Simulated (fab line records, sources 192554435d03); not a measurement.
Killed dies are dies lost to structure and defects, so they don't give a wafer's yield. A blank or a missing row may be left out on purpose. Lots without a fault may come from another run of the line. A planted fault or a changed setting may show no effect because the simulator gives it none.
Chamber matching | flow n5_finfet | N5_BEOL_M9_DEP_56 on pecvd-01: 3 sister chambers
The step deposits SiCN from 3MS/NH3, target thk 15 nm, time 26.5 s. 6 wafers are shown with their chamber, then 7 later ones without.

WAFERS WITH THEIR CHAMBER
wafer  | chamber | showerhead_vpp_V (V) | showerhead_plenum_p_Torr (Torr)
L081.4 | 2       | 851                  | 3.682
L085.2 | 0       | 797                  | 3.673
L085.3 | 1       | 867                  | 3.667
L085.6 | 1       | 864                  | 3.658
L091.2 | 2       | 837                  | 3.674
L091.5 | 0       | 801                  | 3.667

WAFERS WITHOUT THEIR CHAMBER
wafer  | showerhead_vpp_V (V) | showerhead_plenum_p_Torr (Torr)
L091.6 | 871                  | 3.669
L094.2 | 798                  | 3.668
L094.3 | 836                  | 3.679
L094.5 | 869                  | 3.647
L093.2 | 842                  | 3.683
L093.3 | 805                  | 3.665
L093.6 | 803                  | 3.666

WHICH CHAMBER EACH WENT THROUGH
wafer  | from the rows above | in truth
L091.6 | 1                   | 1
L094.2 | 0                   | 0
L094.3 | 2                   | 2
L094.5 | 1                   | 1
L093.2 | 2                   | 2
L093.3 | 0                   | 0
L093.6 | 0                   | 0
Placed correctly: 7 of 7. Can't be placed from these rows: 0. Placed wrongly: 0.
How it was worked out, from the rows above alone: a wafer's distance from a chamber is the root of the sum, over the readings, of the square of ((its reading less the chamber's mean) divided by the reading's scatter). The wafer belongs to the nearest chamber; if the next one is less than 2 further off, it can't be placed. A chamber's mean is the mean of its shown wafers. The scatter: the root of (the sum of the squares of (reading less its chamber's mean) over the shown wafers, divided by (wafers less chambers)).
